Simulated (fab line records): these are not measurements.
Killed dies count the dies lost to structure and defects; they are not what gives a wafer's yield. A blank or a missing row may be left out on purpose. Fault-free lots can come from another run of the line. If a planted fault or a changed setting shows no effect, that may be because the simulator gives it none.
Struck lot and sound lot, side by side ; flow nandHarc ; 15 steps out of a route of 1302
Sound: wafers L118.2, L118.3, L118.6. The struck wafers were L122.2, L122.3, L122.4. The cause comes at the end.
At each step with rows: each side's tool, then ch and its chambers, then its first start. Under that, the readings that differ: sound wafers ; struck wafers ; difference of the means ; sigmas: that difference in standard deviations of wafers without a fault.
alike: a reading whose means differ by less than 2 such deviations, as well as words and numbers matching on both sides. not compared: withheld readings; readings where some wafer has no value; bounds like >300 that might hide an equal value; numbers whose values overlap and for which the record gives no deviation.
The two part at a step that has a row with sigmas, a row that says differs or no value, or rows on one side only. Numbers that don't overlap but have no deviation are shown without sigmas and don't part them. A reading that every wafer of one side lacks parts them only if that side has two wafers or more.

first, 9 steps without rows for these wafers: NHARC_P_ZERO_WELL_STRIP_28 (strips in SPM, time 840 s); NHARC_P_ZERO_WELL_DEHYDRATE_29 (time 120 s); NHARC_P_ZERO_WELL_HMDS_30 (time 30 s); NHARC_P_ZERO_WELL_COAT_31; NHARC_P_ZERO_WELL_SOFTBAKE_32 (time 95 s); NHARC_P_ZERO_WELL_EBR_33; NHARC_P_ZERO_WELL_EXPOSE_34 (exposes mask P PWELL, target cd 720 nm); NHARC_P_ZERO_WELL_PEB_35 (peb time 85 s); NHARC_P_ZERO_WELL_DEVELOP_36 (time 70 s).
NHARC_P_ZERO_WELL_CD_MEAS_37: target cd 720 nm.
  sound on cdSem-03 ch 0, day 4 02:28; struck on cdSem-03 ch 0, day 5 18:06
reading;sound;struck;difference;sigmas
cdNm (nm);723.7 723.4 722.5;718.9 719.4 719.2;-4.0;-2
then, 1 step without rows for these wafers: NHARC_P_ZERO_WELL_HARDBAKE_38 (time 80 s).
NHARC_P_ZERO_WELL_DESCUM_39: chemistry O2, time 3 s.
  sound on rieDiel-09 ch 0,3, day 4 02:37; struck on rieDiel-02 ch 0,1,3, day 5 18:16
  alike: drypumpMotorCurrentA, oesProductAu, rfVppV, showerheadPlenumPTorr, throttleValvePct
  not compared: rfHoursCounterH
NHARC_P_ZERO_WELL_IMPLANT_40:
  sound on implanter-02 ch 0, day 4 02:48; struck on implanter-02 ch 0, day 5 18:26
reading;sound;struck;difference;sigmas
doseIonsCm2;9.982e+12 9.987e+12 9.995e+12;1.6331e+13 1.6327e+13 1.6325e+13;+6.3397e+12;+99 or more
faradayCurrentUA;130.1 124.7 125.8;206.1 205.3 205.9;+78.9;+32
  alike: beamEnergyKeV
following that, these wafers have no rows for 1 step: NHARC_P_ZERO_WELL_IMPLANT_59.
-- jump in the record: it breaks off in module P_ZERO_WELL and resumes in module END (first step shown: number 1302 of the route), and 23 days separate the struck wafers' starts before and after --
NHARC_END_SORT_01:
  sound on prober-02 ch 0, day 26 05:20; struck on prober-01 ch 0, day 28 10:11
  alike: killedAtArray, killedAtOther, killedAtPeriphery, killedDies, killedOpen, killedShort

## WHERE THEY PART
First at NHARC_P_ZERO_WELL_CD_MEAS_37; last, within this record, at NHARC_P_ZERO_WELL_IMPLANT_40. Later steps at which nothing parts them and some readings are alike: NHARC_END_SORT_01.

WHY: what had been put in by the simulator
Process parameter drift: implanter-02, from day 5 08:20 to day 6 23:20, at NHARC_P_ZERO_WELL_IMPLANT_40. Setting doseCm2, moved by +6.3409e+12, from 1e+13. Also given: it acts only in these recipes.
